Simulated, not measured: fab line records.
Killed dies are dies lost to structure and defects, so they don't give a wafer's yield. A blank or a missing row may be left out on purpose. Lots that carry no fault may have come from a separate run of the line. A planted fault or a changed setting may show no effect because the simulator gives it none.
Matching of chambers ; flow n5-finfet ; 4 sister chambers for N5_BEOL_M14_ETCH_67 on rie-diel-02
The step etches SiARC in CF4, target depth 143 nm, time 238.3 s. 16 wafers are shown with their chamber, then 8 later ones without.

WAFERS WITH THEIR CHAMBER
wafer;chamber;showerhead-plenum-p-Torr (Torr);drypump-motor-current-A (A);throttle-valve-pct (%)
L076.1;2;2.17;5.8;15.8
L076.4;2;2.17;5.8;15.8
L076.6;0;2.12;5.3;16.0
L078.2;2;2.16;5.7;15.8
L078.3;1;2.03;5.8;15.6
L078.6;3;2.09;5.9;15.6
L079.1;3;2.09;5.9;15.6
L079.4;0;2.12;5.3;16.1
L079.6;1;2.02;5.8;15.6
L082.2;0;2.12;5.3;16.1
L082.4;2;2.16;5.8;15.8
L082.5;1;2.02;5.9;15.6
L086.2;2;2.16;5.7;15.8
L086.3;3;2.09;5.9;15.7
L086.4;3;2.09;5.9;15.7
L089.1;3;2.08;5.9;15.7

SIGNATURES (averages over the wafers above)
reading;chamber 0;chamber 1;chamber 2;chamber 3;scatter within a chamber
showerhead-plenum-p-Torr;2.1200;2.0233;2.1640;2.0880;0.00471
drypump-motor-current-A;5.300;5.833;5.760;5.900;0.0394
throttle-valve-pct;16.067;15.600;15.800;15.660;0.0394
Rule: distance of a wafer from a chamber = root of the sum over the readings of ((wafer's reading minus chamber's mean) / reading's scatter) squared. The wafer belongs to the nearest chamber; if the next one is less than 2 further off, it can't be placed. The scatter: take each reading less its chamber's mean, square it, sum over the shown wafers, divide by the number of wafers less the number of chambers, and take the root.

WAFERS WITH NO CHAMBER GIVEN
wafer;showerhead-plenum-p-Torr (Torr);drypump-motor-current-A (A);throttle-valve-pct (%)
L089.5;2.15;5.8;15.8
L089.6;2.08;5.9;15.7
L094.3;2.08;5.9;15.7
L094.4;2.15;5.8;15.9
L094.6;2.02;5.8;15.7
L097.2;2.01;5.8;15.7
L097.3;2.15;5.8;15.9
L097.5;2.08;5.9;15.7

WHICH CHAMBER EACH WENT THROUGH
wafer;from the rows above;in truth
L089.5;2;2
L089.6;3;3
L094.3;3;3
L094.4;2;2
L094.6;1;1
L097.2;1;1
L097.3;2;2
L097.5;3;3
8 of 8 placed correctly. From these rows, 0 cannot be placed. Number placed wrongly: 0.
